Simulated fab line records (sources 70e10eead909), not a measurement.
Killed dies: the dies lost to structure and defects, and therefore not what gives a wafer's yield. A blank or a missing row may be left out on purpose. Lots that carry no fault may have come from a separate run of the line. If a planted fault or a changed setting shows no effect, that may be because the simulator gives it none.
What tool caused it? :: flow nand harc :: 72 wafers from 24 lots sampled at 6 of the route's 1302 steps

## WHAT THE GAUGES SHOWED, per wafer
NHARC_P_M2_CD_MEAS_09: target cd 170 nm.
lot: L074
measured: day 6 19:01
on: cd sem-03
cd nm (nm): 170.5 170.8 170.1

lot: L075
measured: day 6 21:34
on: cd sem-02
cd nm (nm): 170.8 170.5 170.1

lot: L076
measured: day 7 05:24
on: cd sem-01
cd nm (nm): 169.9 168.8 169.6

lot: L077
measured: day 7 13:52
on: cd sem-02
cd nm (nm): 169.5 169.1 171.2

lot: L078
measured: day 7 23:34
on: cd sem-02
cd nm (nm): 169.4 169.8 169.7

lot: L079
measured: day 8 19:41
on: cd sem-03
cd nm (nm): 170.3 169.7 169.6

lot: L080
measured: day 8 23:28
on: cd sem-01
cd nm (nm): 170.1 170.2 170.9

lot: L081
measured: day 9 06:18
on: cd sem-03
cd nm (nm): 170.6 171.1 171.0

lot: L082
measured: day 9 22:26
on: cd sem-03
cd nm (nm): 170.2 168.7 169.0

lot: L083
measured: day 10 07:28
on: cd sem-02
cd nm (nm): 169.9 170.7 170.5

lot: L084
measured: day 10 17:49
on: cd sem-01
cd nm (nm): 170.5 170.2 169.1

lot: L085
measured: day 11 00:28
on: cd sem-01
cd nm (nm): 170.0 170.0 169.1

lot: L086
measured: day 11 06:13
on: cd sem-03
cd nm (nm): 169.9 169.2 170.5

lot: L087
measured: day 11 17:19
on: cd sem-03
cd nm (nm): 169.5 169.5 168.6

lot: L088
measured: day 12 11:10
on: cd sem-01
cd nm (nm): 169.3 170.3 170.8

lot: L089
measured: day 12 22:56
on: cd sem-02
cd nm (nm): 169.8 170.6 170.1

lot: L090
measured: day 13 06:22
on: cd sem-02
cd nm (nm): 169.5 169.5 170.2

lot: L091
measured: day 13 10:40
on: cd sem-03
cd nm (nm): 170.0 171.0 171.1

lot: L092
measured: day 13 21:52
on: cd sem-01
cd nm (nm): 169.9 170.5 170.3

lot: L093
measured: day 14 07:53
on: cd sem-01
cd nm (nm): 171.1 170.2 169.7

lot: L094
measured: day 14 16:08
on: cd sem-01
cd nm (nm): 169.7 168.8 170.2

lot: L095
measured: day 15 01:05
on: cd sem-03
cd nm (nm): 170.1 170.2 170.3

lot: L096
measured: day 15 11:35
on: cd sem-02
cd nm (nm): 170.9 170.3 170.2

lot: L097
measured: day 16 01:25
on: cd sem-02
cd nm (nm): 170.0 170.5 170.2

NHARC_P_BONDPAD_OVL_MEAS_38.
lot: L074
measured: day 6 23:35
on: overlay-01
overlay x nm (nm): -2 -2 -2
overlay y nm (nm): -12 -12 -11

lot: L075
measured: day 7 02:11
on: overlay-02
overlay x nm (nm): -3 -3 -3
overlay y nm (nm): 1 1 1

lot: L076
measured: day 7 10:04
on: overlay-01
overlay x nm (nm): -8 -9 -9
overlay y nm (nm): 7 7 7

lot: L077
measured: day 7 18:24
on: overlay-02
overlay x nm (nm): -14 -14 -14
overlay y nm (nm): -2 -2 -2

lot: L078
measured: day 8 04:11
on: overlay-01
overlay x nm (nm): 3 3 3
overlay y nm (nm): -5 -5 -5

lot: L079
measured: day 9 00:29
on: overlay-01
overlay x nm (nm): -7 -7 -7
overlay y nm (nm): -13 -13 -13

lot: L080
measured: day 9 03:57
on: overlay-02
overlay x nm (nm): -10 -10 -10
overlay y nm (nm): -3 -3 -3

lot: L081
measured: day 9 11:00
on: overlay-01
overlay x nm (nm): 2 2 2
overlay y nm (nm): 9 9 8

lot: L082
measured: day 10 03:15
on: overlay-01
overlay x nm (nm): 13 13 12
overlay y nm (nm): 1 1 1

lot: L083
measured: day 10 11:58
on: overlay-02
overlay x nm (nm): 2 2 3
overlay y nm (nm): 10 10 11

lot: L084
measured: day 10 22:29
on: overlay-02
overlay x nm (nm): -12 -12 -12
overlay y nm (nm): 0 -1 1

lot: L085
measured: day 11 05:09
on: overlay-02
overlay x nm (nm): -2 -2 -1
overlay y nm (nm): 8 8 9

lot: L086
measured: day 11 11:00
on: overlay-02
overlay x nm (nm): 4 4 4
overlay y nm (nm): 2 1 1

lot: L087
measured: day 11 21:55
on: overlay-01
overlay x nm (nm): 9 8 9
overlay y nm (nm): 7 6 6

lot: L088
measured: day 12 15:58
on: overlay-02
overlay x nm (nm): 2 3 2
overlay y nm (nm): 0 -1 -1

lot: L089
measured: day 13 03:37
on: overlay-02
overlay x nm (nm): -1 -1 -1
overlay y nm (nm): -1 -2 -1

lot: L090
measured: day 13 10:59
on: overlay-02
overlay x nm (nm): -1 -2 -2
overlay y nm (nm): 4 4 4

lot: L091
measured: day 13 15:23
on: overlay-02
overlay x nm (nm): -9 -10 -9
overlay y nm (nm): 2 2 2

lot: L092
measured: day 14 02:29
on: overlay-01
overlay x nm (nm): -2 -2 -2
overlay y nm (nm): -11 -10 -10

lot: L093
measured: day 14 13:05
on: overlay-02
overlay x nm (nm): -3 -3 -3
overlay y nm (nm): -13 -12 -13

lot: L094
measured: day 14 20:48
on: overlay-02
overlay x nm (nm): 0 1 0
overlay y nm (nm): 13 12 12

lot: L095
measured: day 15 05:36
on: overlay-02
overlay x nm (nm): -1 -1 -1
overlay y nm (nm): -7 -7 -7

lot: L096
measured: day 15 16:04
on: overlay-01
overlay x nm (nm): 0 1 0
overlay y nm (nm): 0 0 0

lot: L097
measured: day 16 05:55
on: overlay-02
overlay x nm (nm): 4 4 5
overlay y nm (nm): 7 7 7

NHARC_P_BONDPAD_INSPECT_23.
lot: L074
measured: day 7 02:15
on: defect inspect-02
raw defect count: 406 329 270

lot: L075
measured: day 7 04:53
on: defect inspect-01
raw defect count: 433 314 258

lot: L076
measured: day 7 13:05
on: defect inspect-01
raw defect count: 393 201 376

lot: L077
measured: day 7 21:04
on: defect inspect-01
raw defect count: 239 326 285

lot: L078
measured: day 8 06:55
on: defect inspect-02
raw defect count: 565 429 469

lot: L079
measured: day 9 03:11
on: defect inspect-01
raw defect count: 354 191 168

lot: L080
measured: day 9 06:39
on: defect inspect-01
raw defect count: 241 245 217

lot: L081
measured: day 9 13:43
on: defect inspect-01
raw defect count: 372 297 299

lot: L082
measured: day 10 05:55
on: defect inspect-01
raw defect count: 240 306 380

lot: L083
measured: day 10 14:41
on: defect inspect-01
raw defect count: 299 313 260

lot: L084
measured: day 11 01:16
on: defect inspect-01
raw defect count: 245 222 242

lot: L085
measured: day 11 07:49
on: defect inspect-02
raw defect count: 196 175 216

lot: L086
measured: day 11 13:43
on: defect inspect-01
raw defect count: 256 377 230

lot: L087
measured: day 12 00:36
on: defect inspect-01
raw defect count: 334 326 402

lot: L088
measured: day 12 18:39
on: defect inspect-02
raw defect count: 561 636 751

lot: L089
measured: day 13 06:18
on: defect inspect-02
raw defect count: 673 702 629

lot: L090
measured: day 13 13:44
on: defect inspect-01
raw defect count: 432 324 327

lot: L091
measured: day 13 18:06
on: defect inspect-01
raw defect count: 200 510 425

lot: L092
measured: day 14 05:10
on: defect inspect-01
raw defect count: 232 367 418

lot: L093
measured: day 14 15:46
on: defect inspect-01
raw defect count: 134 152 168

lot: L094
measured: day 14 23:29
on: defect inspect-02
raw defect count: 387 495 258

lot: L095
measured: day 15 08:19
on: defect inspect-02
raw defect count: 283 184 240

lot: L096
measured: day 15 18:44
on: defect inspect-02
raw defect count: 295 400 317

lot: L097
measured: day 16 08:47
on: defect inspect-01
raw defect count: 417 494 324

## WHAT TOOL EACH LOT RAN ON (gives the tool, then ch and the chambers of the sampled wafers, and finally the start)
lot: L074
NHARC_P_M2_ETCH_28: rie diel-11 ch 2,3, day 6 22:02 or earlier
NHARC_P_M2_PVD_21: pvd sputter-02, day 6 22:02 or earlier
NHARC_P_M2_DEP_33: pecvd-04 ch 1,2, day 6 22:02

lot: L075
NHARC_P_M2_ETCH_28: rie diel-11 ch 2,3, day 7 00:28 or earlier
NHARC_P_M2_PVD_21: pvd sputter-01, day 7 00:28 or earlier
NHARC_P_M2_DEP_33: pecvd-01 ch 1,2, day 7 00:28

lot: L076
NHARC_P_M2_ETCH_28: rie diel-04 ch 1,2,3, day 7 08:26 or earlier
NHARC_P_M2_PVD_21: pvd sputter-01, day 7 08:26 or earlier
NHARC_P_M2_DEP_33: pecvd-02 ch 0,1,2, day 7 08:26

lot: L077
NHARC_P_M2_ETCH_28: rie diel-04 ch 2,3, day 7 16:48 or earlier
NHARC_P_M2_PVD_21: pvd sputter-01, day 7 16:48 or earlier
NHARC_P_M2_DEP_33: pecvd-04 ch 0,2, day 7 16:48

lot: L078
NHARC_P_M2_ETCH_28: rie diel-04 ch 0,2,3, day 8 02:33 or earlier
NHARC_P_M2_PVD_21: pvd sputter-01, day 8 02:33 or earlier
NHARC_P_M2_DEP_33: pecvd-02 ch 1,2, day 8 02:33

lot: L079
NHARC_P_M2_ETCH_28: rie diel-11 ch 0,2, day 8 22:59 or earlier
NHARC_P_M2_PVD_21: pvd sputter-01, day 8 22:59 or earlier
NHARC_P_M2_DEP_33: pecvd-02 ch 0,1,2, day 8 22:59

lot: L080
NHARC_P_M2_ETCH_28: rie diel-11 ch 1,2,3, day 9 02:22 or earlier
NHARC_P_M2_PVD_21: pvd sputter-03, day 9 02:22 or earlier
NHARC_P_M2_DEP_33: pecvd-02 ch 0,1,2, day 9 02:22

lot: L081
NHARC_P_M2_ETCH_28: rie diel-04 ch 1,2,3, day 9 09:17 or earlier
NHARC_P_M2_PVD_21: pvd sputter-01, day 9 09:17 or earlier
NHARC_P_M2_DEP_33: pecvd-04 ch 0,1,2, day 9 09:17

lot: L082
NHARC_P_M2_ETCH_28: rie diel-04 ch 0,2,3, day 10 01:41 or earlier
NHARC_P_M2_PVD_21: pvd sputter-02, day 10 01:41 or earlier
NHARC_P_M2_DEP_33: pecvd-04 ch 1,2, day 10 01:41

lot: L083
NHARC_P_M2_ETCH_28: rie diel-01 ch 0,2,3, day 10 10:22 or earlier
NHARC_P_M2_PVD_21: pvd sputter-02, day 10 10:22 or earlier
NHARC_P_M2_DEP_33: pecvd-02 ch 0,1,2, day 10 10:22

lot: L084
NHARC_P_M2_ETCH_28: rie diel-01 ch 1,2, day 10 20:44 or earlier
NHARC_P_M2_PVD_21: pvd sputter-03, day 10 20:44 or earlier
NHARC_P_M2_DEP_33: pecvd-04 ch 0,2, day 10 20:44

lot: L085
NHARC_P_M2_ETCH_28: rie diel-11 ch 0,1,3, day 11 03:33 or earlier
NHARC_P_M2_PVD_21: pvd sputter-03, day 11 03:33 or earlier
NHARC_P_M2_DEP_33: pecvd-04 ch 0,2, day 11 03:33

lot: L086
NHARC_P_M2_ETCH_28: rie diel-01 ch 0,1,2, day 11 09:23 or earlier
NHARC_P_M2_PVD_21: pvd sputter-03, day 11 09:23 or earlier
NHARC_P_M2_DEP_33: pecvd-04 ch 0,1,2, day 11 09:23

lot: L087
NHARC_P_M2_ETCH_28: rie diel-04 ch 1,2,3, day 11 20:13 or earlier
NHARC_P_M2_PVD_21: pvd sputter-03, day 11 20:13 or earlier
NHARC_P_M2_DEP_33: pecvd-04 ch 0,1,2, day 11 20:13

lot: L088
NHARC_P_M2_ETCH_28: rie diel-11 ch 1,3, day 12 14:23 or earlier
NHARC_P_M2_PVD_21: pvd sputter-02, day 12 14:23 or earlier
NHARC_P_M2_DEP_33: pecvd-02 ch 0,1,2, day 12 14:23

lot: L089
NHARC_P_M2_ETCH_28: rie diel-11 ch 2,3, day 13 01:53 or earlier
NHARC_P_M2_PVD_21: pvd sputter-03, day 13 01:53 or earlier
NHARC_P_M2_DEP_33: pecvd-04 ch 0,1, day 13 01:53

lot: L090
NHARC_P_M2_ETCH_28: rie diel-11 ch 0,2,3, day 13 09:19 or earlier
NHARC_P_M2_PVD_21: pvd sputter-03, day 13 09:19 or earlier
NHARC_P_M2_DEP_33: pecvd-02 ch 1,2, day 13 09:19

lot: L091
NHARC_P_M2_ETCH_28: rie diel-04 ch 0,1,3, day 13 13:43 or earlier
NHARC_P_M2_PVD_21: pvd sputter-03, day 13 13:43 or earlier
NHARC_P_M2_DEP_33: pecvd-04 ch 0,2, day 13 13:43

lot: L092
NHARC_P_M2_ETCH_28: rie diel-11 ch 1,2,3, day 14 00:46 or earlier
NHARC_P_M2_PVD_21: pvd sputter-01, day 14 00:46 or earlier
NHARC_P_M2_DEP_33: pecvd-04 ch 1,2, day 14 00:46

lot: L093
NHARC_P_M2_ETCH_28: rie diel-04 ch 2,3, day 14 11:28 or earlier
NHARC_P_M2_PVD_21: pvd sputter-02, day 14 11:28 or earlier
NHARC_P_M2_DEP_33: pecvd-02 ch 0,1,2, day 14 11:28

lot: L094
NHARC_P_M2_ETCH_28: rie diel-01 ch 1,2, day 14 19:05 or earlier
NHARC_P_M2_PVD_21: pvd sputter-03, day 14 19:05 or earlier
NHARC_P_M2_DEP_33: pecvd-04 ch 0,1,2, day 14 19:05

lot: L095
NHARC_P_M2_ETCH_28: rie diel-04 ch 0,1,3, day 15 03:59 or earlier
NHARC_P_M2_PVD_21: pvd sputter-02, day 15 03:59 or earlier
NHARC_P_M2_DEP_33: pecvd-02 ch 0,2, day 15 03:59

lot: L096
NHARC_P_M2_ETCH_28: rie diel-04 ch 2,3, day 15 14:31 or earlier
NHARC_P_M2_PVD_21: pvd sputter-02, day 15 14:31 or earlier
NHARC_P_M2_DEP_33: pecvd-04 ch 0,1,2, day 15 14:31

lot: L097
NHARC_P_M2_ETCH_28: rie diel-01 ch 0,1, day 16 04:19 or earlier
NHARC_P_M2_PVD_21: pvd sputter-02, day 16 04:19 or earlier
NHARC_P_M2_DEP_33: pecvd-02 ch 1,2, day 16 04:19
- NHARC_P_M2_ETCH_28: etches the open film in CF4/N2, target depth 30 nm, time 72.99 s.
- NHARC_P_M2_PVD_21: deposits Cu, target thk 30 nm, time 20.49 s.
- NHARC_P_M2_DEP_33: deposits SiCN, target thk 30 nm.

## AS READ BY THE TOOLS THEMSELVES (means over the sampled wafers that have a number; for cases with no such wafer, the mark the record gives instead)
NHARC_P_M2_ETCH_28.
lot: L074
tool: rie diel-11
bias w (W): 99.82
drypump motor current A (A): 6.0
oes product au (a.u.): 0.994
rf vpp V (V): 315.1
showerhead plenum p Torr (Torr): 2.64
throttle valve pct (%): 19.792

lot: L075
tool: rie diel-11
bias w (W): 100.03
drypump motor current A (A): 6.0
oes product au (a.u.): 1.000
rf vpp V (V): 313.6
showerhead plenum p Torr (Torr): 2.64
throttle valve pct (%): 19.796

lot: L076
tool: rie diel-04
bias w (W): 100.09
drypump motor current A (A): 5.5
oes product au (a.u.): 1.009
rf vpp V (V): 313.1
showerhead plenum p Torr (Torr): 2.59
throttle valve pct (%): 19.803

lot: L077
tool: rie diel-04
bias w (W): 100.09
drypump motor current A (A): 5.4
oes product au (a.u.): 1.007
rf vpp V (V): 315.7
showerhead plenum p Torr (Torr): 2.70
throttle valve pct (%): 19.799

lot: L078
tool: rie diel-04
bias w (W): 99.84
drypump motor current A (A): 5.4
oes product au (a.u.): 1.001
rf vpp V (V): 314.1
showerhead plenum p Torr (Torr): 2.65
throttle valve pct (%): 19.799

lot: L079
tool: rie diel-11
bias w (W): 99.91
drypump motor current A (A): 5.6
oes product au (a.u.): 0.995
rf vpp V (V): 315.3
showerhead plenum p Torr (Torr): 2.70
throttle valve pct (%): 19.792

lot: L080
tool: rie diel-11
bias w (W): 100.13
drypump motor current A (A): 5.7
oes product au (a.u.): 0.989
rf vpp V (V): 313.7
showerhead plenum p Torr (Torr): 2.59
throttle valve pct (%): 19.805

lot: L081
tool: rie diel-04
bias w (W): 100.30
drypump motor current A (A): 5.5
oes product au (a.u.): 1.005
rf vpp V (V): 312.4
showerhead plenum p Torr (Torr): 2.58
throttle valve pct (%): 19.797

lot: L082
tool: rie diel-04
bias w (W): 100.12
drypump motor current A (A): 5.4
oes product au (a.u.): 1.005
rf vpp V (V): 314.1
showerhead plenum p Torr (Torr): 2.65
throttle valve pct (%): 19.787

lot: L083
tool: rie diel-01
bias w (W): 99.89
drypump motor current A (A): 5.5
oes product au (a.u.): 0.994
rf vpp V (V): 313.9
showerhead plenum p Torr (Torr): 2.62
throttle valve pct (%): 19.796

lot: L084
tool: rie diel-01
bias w (W): 99.81
drypump motor current A (A): 5.8
oes product au (a.u.): 0.996
rf vpp V (V): 314.2
showerhead plenum p Torr (Torr): 2.65
throttle valve pct (%): 19.790

lot: L085
tool: rie diel-11
bias w (W): 100.17
drypump motor current A (A): 5.3
oes product au (a.u.): 0.992
rf vpp V (V): 313.9
showerhead plenum p Torr (Torr): 2.59
throttle valve pct (%): 19.803

lot: L086
tool: rie diel-01
bias w (W): 100.04
drypump motor current A (A): 5.6
oes product au (a.u.): 1.008
rf vpp V (V): 316.2
showerhead plenum p Torr (Torr): 2.68
throttle valve pct (%): 19.803

lot: L087
tool: rie diel-04
bias w (W): 100.13
drypump motor current A (A): 5.5
oes product au (a.u.): 1.003
rf vpp V (V): 313.6
showerhead plenum p Torr (Torr): 2.58
throttle valve pct (%): 19.796

lot: L088
tool: rie diel-11
bias w (W): 100.23
drypump motor current A (A): 5.6
oes product au (a.u.): 0.990
rf vpp V (V): 313.6
showerhead plenum p Torr (Torr): 2.54
throttle valve pct (%): 19.792

lot: L089
tool: rie diel-11
bias w (W): 99.73
drypump motor current A (A): 6.0
oes product au (a.u.): 0.998
rf vpp V (V): 315.3
showerhead plenum p Torr (Torr): 2.64
throttle valve pct (%): 19.799

lot: L090
tool: rie diel-11
bias w (W): 100.13
drypump motor current A (A): 5.5
oes product au (a.u.): 1.000
rf vpp V (V): 313.7
showerhead plenum p Torr (Torr): 2.64
throttle valve pct (%): 19.787

lot: L091
tool: rie diel-04
bias w (W): 100.05
drypump motor current A (A): 5.3
oes product au (a.u.): 0.998
rf vpp V (V): 314.2
showerhead plenum p Torr (Torr): 2.65
throttle valve pct (%): 19.795

lot: L092
tool: rie diel-11
bias w (W): 100.06
drypump motor current A (A): 5.7
oes product au (a.u.): 1.001
rf vpp V (V): 313.6
showerhead plenum p Torr (Torr): 2.58
throttle valve pct (%): 19.795

lot: L093
tool: rie diel-04
bias w (W): 100.07
drypump motor current A (A): 5.4
oes product au (a.u.): 0.997
rf vpp V (V): 315.7
showerhead plenum p Torr (Torr): 2.70
throttle valve pct (%): 19.793

lot: L094
tool: rie diel-01
bias w (W): 99.60
drypump motor current A (A): 5.8
oes product au (a.u.): 1.005
rf vpp V (V): 315.6
showerhead plenum p Torr (Torr): 2.65
throttle valve pct (%): 19.794

lot: L095
tool: rie diel-04
bias w (W): 100.05
drypump motor current A (A): 5.3
oes product au (a.u.): 1.001
rf vpp V (V): 314.2
showerhead plenum p Torr (Torr): 2.65
throttle valve pct (%): 19.798

lot: L096
tool: rie diel-04
bias w (W): 100.22
drypump motor current A (A): 5.4
oes product au (a.u.): 1.011
rf vpp V (V): 314.9
showerhead plenum p Torr (Torr): 2.70
throttle valve pct (%): 19.796

lot: L097
tool: rie diel-01
bias w (W): 99.86
drypump motor current A (A): 5.4
oes product au (a.u.): 0.999
rf vpp V (V): 314.8
showerhead plenum p Torr (Torr): 2.65
throttle valve pct (%): 19.793

NHARC_P_M2_PVD_21.
lot: L074
tool: pvd sputter-02
throttle valve pct (%): 31.0

lot: L075
tool: pvd sputter-01
throttle valve pct (%): 29.3

lot: L076
tool: pvd sputter-01
throttle valve pct (%): 29.6

lot: L077
tool: pvd sputter-01
throttle valve pct (%): 30.3

lot: L078
tool: pvd sputter-01
throttle valve pct (%): 29.3

lot: L079
tool: pvd sputter-01
throttle valve pct (%): 29.6

lot: L080
tool: pvd sputter-03
throttle valve pct (%): 30.0

lot: L081
tool: pvd sputter-01
throttle valve pct (%): 30.5

lot: L082
tool: pvd sputter-02
throttle valve pct (%): 30.6

lot: L083
tool: pvd sputter-02
throttle valve pct (%): 30.8

lot: L084
tool: pvd sputter-03
throttle valve pct (%): 30.5

lot: L085
tool: pvd sputter-03
throttle valve pct (%): 30.1

lot: L086
tool: pvd sputter-03
throttle valve pct (%): 29.9

lot: L087
tool: pvd sputter-03
throttle valve pct (%): 29.6

lot: L088
tool: pvd sputter-02
throttle valve pct (%): 32.2

lot: L089
tool: pvd sputter-03
throttle valve pct (%): 29.8

lot: L090
tool: pvd sputter-03
throttle valve pct (%): 29.6

lot: L091
tool: pvd sputter-03
throttle valve pct (%): 29.9

lot: L092
tool: pvd sputter-01
throttle valve pct (%): 29.9

lot: L093
tool: pvd sputter-02
throttle valve pct (%): 31.4

lot: L094
tool: pvd sputter-03
throttle valve pct (%): 29.5

lot: L095
tool: pvd sputter-02
throttle valve pct (%): 30.5

lot: L096
tool: pvd sputter-02
throttle valve pct (%): 30.4

lot: L097
tool: pvd sputter-02
throttle valve pct (%): 30.6

NHARC_P_M2_DEP_33.
lot: L074
tool: pecvd-04
heater power w (W): 520

lot: L075
tool: pecvd-01
heater power w (W): 657

lot: L076
tool: pecvd-02
heater power w (W): 592

lot: L077
tool: pecvd-04
heater power w (W): 545

lot: L078
tool: pecvd-02
heater power w (W): 683

lot: L079
tool: pecvd-02
heater power w (W): 548

lot: L080
tool: pecvd-02
heater power w (W): 548

lot: L081
tool: pecvd-04
heater power w (W): 559

lot: L082
tool: pecvd-04
heater power w (W): 582

lot: L083
tool: pecvd-02
heater power w (W): 570

lot: L084
tool: pecvd-04
heater power w (W): 562

lot: L085
tool: pecvd-04
heater power w (W): 546

lot: L086
tool: pecvd-04
heater power w (W): 513

lot: L087
tool: pecvd-04
heater power w (W): 538

lot: L088
tool: pecvd-02
heater power w (W): 533

lot: L089
tool: pecvd-04
heater power w (W): 521

lot: L090
tool: pecvd-02
heater power w (W): 582

lot: L091
tool: pecvd-04
heater power w (W): 526

lot: L092
tool: pecvd-04
heater power w (W): 569

lot: L093
tool: pecvd-02
heater power w (W): 573

lot: L094
tool: pecvd-04
heater power w (W): 521

lot: L095
tool: pecvd-02
heater power w (W): 498

lot: L096
tool: pecvd-04
heater power w (W): 548

lot: L097
tool: pecvd-02
heater power w (W): 613

## THE ANSWER, worked out from the rows above alone
Rule: the lots themselves supply what counts as usual. The widest of any qualifying gaps counts: lots, ordered by their means at a reading, are off when they make up no more than a third of the lots, leave a main group of 4 or more, and stand apart from it by 3 or more times the standard deviation of that group's means. The tables above print the reading to a certain number of digits; a main group whose means all agree to those digits is not used. Also off: a lot with no number at a reading for which 4 or more lots have one. Any other lot the step has rows for is counted as sound. Order of review: gauges by route order, followed by the tools' own readings, for which a lot's mean as printed above is used. At the first step where some lot is off, the reading lying furthest off is the one used; lots without a number count as furthest.
Across all readings shown, no lot is off: no conclusion can be drawn from this.

## WHAT HAD BEEN PUT IN BY THE SIMULATOR
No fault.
